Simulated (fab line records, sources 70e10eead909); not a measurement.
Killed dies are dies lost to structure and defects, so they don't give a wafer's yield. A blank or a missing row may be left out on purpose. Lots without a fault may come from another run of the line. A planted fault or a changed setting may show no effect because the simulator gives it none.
Chamber matching | flow nand_harc | NHARC_P_CONTACT_CMP_24 on cmp-01: 4 sister chambers
The step polishes, t overpolish 30 s, target thk 200 nm. 8 wafers are shown with their chamber, then 12 later ones without.

WAFERS WITH THEIR CHAMBER
wafer  | chamber | motor_current_A (A) | time_to_endpoint_s (s)
L078.6 | 1       | 12.4                | 43.8
L086.6 | 3       | 10.7                | 40.3
L087.1 | 0       | 13.0                | 41.6
L087.5 | 1       | 11.4                | 44.1
L087.6 | 2       | 11.7                | 43.6
L089.1 | 0       | 13.2                | 39.0
L089.3 | 3       | 10.6                | 41.5
L089.4 | 2       | 11.9                | 39.7

WAFERS WITHOUT THEIR CHAMBER
wafer  | motor_current_A (A) | time_to_endpoint_s (s)
L091.2 | 12.5                | 46.6
L091.3 | 10.6                | 46.9
L091.6 | 10.4                | 44.5
L094.1 | 10.6                | 42.7
L094.3 | 11.8                | 40.6
L094.6 | 11.5                | 43.1
L095.2 | 11.8                | 41.6
L095.3 | 10.5                | 43.0
L095.6 | 10.6                | 41.6
L095.1 | 12.6                | 38.2
L095.4 | 12.7                | 39.4
L095.5 | 11.5                | 39.3

WHICH CHAMBER EACH WENT THROUGH
wafer  | from the rows above          | in truth
L091.2 | can't be placed: 1 or 2 or 0 | 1
L091.3 | can't be placed: 3 or 1 or 2 | 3
L091.6 | can't be placed: 3 or 1 or 2 | 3
L094.1 | 3                            | 3
L094.3 | can't be placed: 2 or 1      | 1
L094.6 | can't be placed: 2 or 1 or 3 | 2
L095.2 | can't be placed: 2 or 1      | 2
L095.3 | 3                            | 3
L095.6 | 3                            | 3
L095.1 | can't be placed: 0 or 2      | 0
L095.4 | can't be placed: 0 or 2      | 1
L095.5 | can't be placed: 2 or 3 or 1 | 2
Placed correctly: 3 of 12. Can't be placed from these rows: 9 (the true chamber is among the candidates in 8). Placed wrongly: 0.
How it was worked out, from the rows above alone: a wafer's distance from a chamber is the root of the sum, over the readings, of the square of ((its reading less the chamber's mean) divided by the reading's scatter). The wafer belongs to the nearest chamber; if the next one is less than 2 further off, it can't be placed. A chamber's mean is the mean of its shown wafers. The scatter: the root of (the sum of the squares of (reading less its chamber's mean) over the shown wafers, divided by (wafers less chambers)).
